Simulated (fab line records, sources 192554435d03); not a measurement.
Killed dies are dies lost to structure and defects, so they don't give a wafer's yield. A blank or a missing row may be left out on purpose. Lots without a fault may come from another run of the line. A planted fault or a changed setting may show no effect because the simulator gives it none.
A struck lot beside a sound one | flow n5_finfet | 15 steps out of a route of 1938
Sound: wafers L526.2, L526.3, L526.5. Struck: wafers L536.2, L536.3. (L536.1 of the same lot was not struck and is left out.) The cause comes at the end.
At each step with rows: each side's tool, then ch and its chambers, then its first start. Under that, the readings that differ: sound wafers | struck wafers | difference of the means | sigmas: that difference in standard deviations of wafers without a fault.
alike: readings whose means differ by less than 2 such deviations, and words and numbers that are the same on both sides. not compared: withheld readings, readings that some wafer has no value for, bounds like >300 that may hide the same value, and numbers for which the record gives no deviation and whose values overlap.
The two part at a step that has a row with sigmas, a row that says differs or no value, or rows on one side only. Numbers that don't overlap but have no deviation are shown without sigmas and don't part them. A reading that every wafer of one side lacks parts them only if that side has two wafers or more.

N5_HKMG_FIN_ETCHBACK_68: etches the open film in Cl2/Ar, stops on HfO2, target depth 0.5 nm.
  sound on rie_metal-02 ch 0,1, day 4 05:16; struck on rie_metal-03 ch 0, day 6 18:33
  reading               | sound             | struck      | difference | sigmas
  mfc_ar_sccm (sccm)    | 60.08 60.30 60.47 | 59.75 59.94 | -0.44      | -2
  oes_product_au (a.u.) | 0.84 0.72 0.80    | 0.62 0.62   | -0.17      | -2
  alike: drypump_motor_current_A, he_backside_leak_sccm, mfc_cl2_sccm, throttle_valve_pct
  not compared: rf_hours_counter_h
then, 1 step without rows for these wafers: N5_HKMG_FIN_STRIP_69 (strips in N2/H2, time 360 s).
N5_HKMG_FIN_ALD_21: deposits TiN, target thk 1.5 nm, pulse time 1 s, purge time 3 s.
  sound on ald_metal-01 ch 1,2, day 4 05:49; struck on ald_metal-02 ch 1,3, day 6 19:05
  alike: heater_power_outer_w, heater_power_w, precursor_pulse_height_rel
then, 1 step without rows for these wafers: N5_HKMG_FIN_ALD_72 (deposits W, target thk 2 nm, pulse time 1 s, purge time 2 s).
N5_HKMG_FIN_W_FILL_22: material W, target thk 60 nm, time 18.2 s.
  sound on cvd_w-01 ch 0,1, day 4 06:14; struck on cvd_w-02 ch 0, day 6 19:30
  reading                  | sound          | struck    | difference | sigmas
  heater_power_outer_w (W) | 522 517 509    | 743 740   | +226       | +2
  throttle_valve_pct (%)   | 18.8 18.8 18.6 | 19.5 19.6 | +0.8       | +2
  alike: heater_power_w
then, 4 steps without rows for these wafers: N5_HKMG_FIN_PRECLEAN_83 (cleans in DIW, time 57.5 s); N5_HKMG_FIN_SRD_84 (dry time 32 s); N5_HKMG_FIN_CMP_23 (polishes, stops on SiNx, t overpolish 10 s, target thk 46.326 nm); N5_HKMG_FIN_CMP_94 (polishes, stops on SiNx, t overpolish 4.7 s, target thk 43.299 nm).
N5_HKMG_FIN_INSPECT_28: inspects for defects (darkfield).
  sound on defect_inspect-01, day 4 07:04; struck on defect_inspect-02, day 6 20:19
  alike: raw_defect_count
N5_GATE_CUT_ETCHBACK_00: etches W in SF6/Cl2.
  sound on rie_metal-02 ch 0,1, day 4 07:05; struck on rie_metal-02 ch 1, day 6 20:21
  alike: drypump_motor_current_A, he_backside_leak_sccm, mfc_cl2_sccm, oes_product_au, throttle_valve_pct
  not compared: rf_hours_counter_h
N5_GATE_CUT_ETCH_56: etches TiN in Cl2/Ar, target depth 21.6 nm.
  sound on rie_metal-02 ch 0,1, day 4 07:13; struck on rie_metal-02 ch 1, day 6 20:28
  reading                  | sound             | struck      | difference | sigmas
  mfc_cl2_sccm (sccm)      | 40.11 40.32 40.26 | 56.87 56.84 | +16.63     | +99 or more
  throttle_valve_pct (%)   | 20.59 20.59 20.78 | 22.79 22.78 | +2.13      | +10
  model.etch.depth_nm (nm) | 21.73 21.71 22.13 | 23.25 22.98 | +1.26      |
  alike: drypump_motor_current_A, he_backside_leak_sccm, mfc_ar_sccm, oes_product_au
  not compared: rf_hours_counter_h
N5_GATE_CUT_ETCHBACK_30: etches TiN in Cl2/Ar, target depth 3 nm.
  sound on rie_metal-02 ch 0,1, day 4 07:18; struck on rie_metal-02 ch 1, day 6 20:34
  alike: drypump_motor_current_A, he_backside_leak_sccm, mfc_ar_sccm, mfc_cl2_sccm, oes_product_au, throttle_valve_pct
  not compared: rf_hours_counter_h
-- the record jumps here: 4 days lie between the struck wafers' starts before and after (it left off in module GATE_CUT and takes up again in module BEOL_M4, whose first step shown is number 1111 of the route) --
N5_BEOL_M4_RC_MEAS_101:
  sound on prober-01 ch 0, day 8 03:53; struck on prober-01 ch 0, day 11 05:05
  alike: DIBL_N, DIBL_P, IOFF_N, IOFF_P, ION_N, ION_P, SS_N, SS_P, VT_N, VT_P
-- the record jumps here: 5 days lie between the struck wafers' starts before and after (it left off in module BEOL_M4 and takes up again in module PASSIVATION, whose first step shown is number 1936 of the route) --
N5_PASSIVATION_PROBE_49:
  sound on prober-01, day 12 18:18; struck on prober-02, day 16 04:28
  reading            | sound    | struck | difference | sigmas
  killed_at_M0_to_M3 | 31 34 23 | 50 54  | +23        | +2
  alike: defect_limited_yield, killed_at_M4_up, killed_at_contacts, killed_at_front_end, killed_at_other, killed_dies, killed_open, killed_short, sort_bin_5_function, sort_bin_6_memory, sort_bin_8_speed, sort_n_pass, sort_yield_pct

WHERE THEY PART
First at N5_HKMG_FIN_ETCHBACK_68; last, within this record, at N5_PASSIVATION_PROBE_49.

WHY: what the simulator had put in
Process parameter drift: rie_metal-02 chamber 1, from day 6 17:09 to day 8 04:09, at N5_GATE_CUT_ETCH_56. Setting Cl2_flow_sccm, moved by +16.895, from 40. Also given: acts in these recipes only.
